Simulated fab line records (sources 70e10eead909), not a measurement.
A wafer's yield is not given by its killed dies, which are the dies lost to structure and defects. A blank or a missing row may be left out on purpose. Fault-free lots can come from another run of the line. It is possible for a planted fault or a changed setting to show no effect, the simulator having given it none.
Chamber matching    flow nandHarc    cmp-02 running NHARC_P_M1_CMP_23: 4 sister chambers
The step polishes, t overpolish 20 s, target thk 157.82 nm. 4 wafers are shown with their chamber, then 8 later ones without.

WAFERS PAIRED WITH THEIR CHAMBERS
wafer   chamber  motorCurrentA (A)
L087.4  0        10.5
L088.1  2        11.2
L088.5  3        12.2
L091.1  1        13.2

WAFERS MISSING THEIR CHAMBER
wafer   motorCurrentA (A)
L091.2  11.2
L091.3  11.1
L092.4  13.3
L092.5  12.0
L092.6  10.7
L093.2  13.4
L093.3  10.9
L093.6  11.3

WHICH CHAMBER EACH WENT THROUGH
wafer    from the rows above       in truth
L091.2   2                         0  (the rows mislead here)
L091.3   2                         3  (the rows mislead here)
L092.4   1                         1
L092.5   3                         3
L092.6   can't be placed: 0 or 2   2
L093.2   1                         1
L093.3   can't be placed: 2 or 0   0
L093.6   2                         2
Correctly placed: 4 of 8. These rows do not allow placing 2 (true chamber among the candidates in 2). Placed wrongly: 2.
How it was worked out, from the rows above alone: a wafer's distance from a chamber is the root of the sum, over the readings, of the square of ((its reading less the chamber's mean) divided by the reading's scatter). If the next closest chamber is less than 2 further off than the closest, the wafer can't be placed; otherwise it belongs to the closest. Each chamber's mean is taken over the wafers shown for it. The scatter (one wafer shown for each chamber): square how far every hidden wafer sits from the nearest shown wafer, average those squares and take the square root.
